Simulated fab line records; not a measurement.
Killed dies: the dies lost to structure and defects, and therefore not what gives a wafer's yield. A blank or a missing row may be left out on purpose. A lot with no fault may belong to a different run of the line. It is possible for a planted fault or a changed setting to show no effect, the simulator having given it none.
Chamber matching    flow n5_finfet    N5_BEOL_M1_CO_CAP_55 on cvd_co-01: 3 sister chambers
The step material Co, precursor CCTBA/H2, target thk 2 nm, time 102.1 s. 3 wafers are shown with their chamber, then 8 later ones without.

== WAFERS PAIRED WITH THEIR CHAMBERS ==
wafer   chamber  heater_power_w (W)
L088.4  2        212
L088.5  1        254
L089.1  0        238

== WAFERS WHOSE CHAMBER IS MISSING ==
wafer   heater_power_w (W)
L089.5  215
L089.6  250
L090.3  246
L090.4  247
L090.6  211
L094.2  212
L094.4  213
L094.5  246

== EACH ONE'S CHAMBER ==
wafer   from the rows above      in truth
L089.5  2                        2
L089.6  can't be placed: 1 or 0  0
L090.3  can't be placed: 0 or 1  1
L090.4  can't be placed: 1 or 0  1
L090.6  2                        2
L094.2  2                        2
L094.4  2                        2
L094.5  can't be placed: 0 or 1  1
Placed correctly: 4 of 8. From these rows, 4 cannot be placed; in 4 the true chamber is one of the candidates. 0 placed wrongly.
How it was worked out, from the rows above alone: a wafer's distance from a chamber is the root of the sum, over the readings, of the square of ((its reading less the chamber's mean) divided by the reading's scatter). If the next closest chamber is less than 2 further off than the closest, the wafer can't be placed; otherwise it belongs to the closest. The mean given for a chamber averages the wafers shown for that chamber. The scatter: root of mean squared gap, hidden wafer to nearest shown wafer, with one shown wafer a chamber.
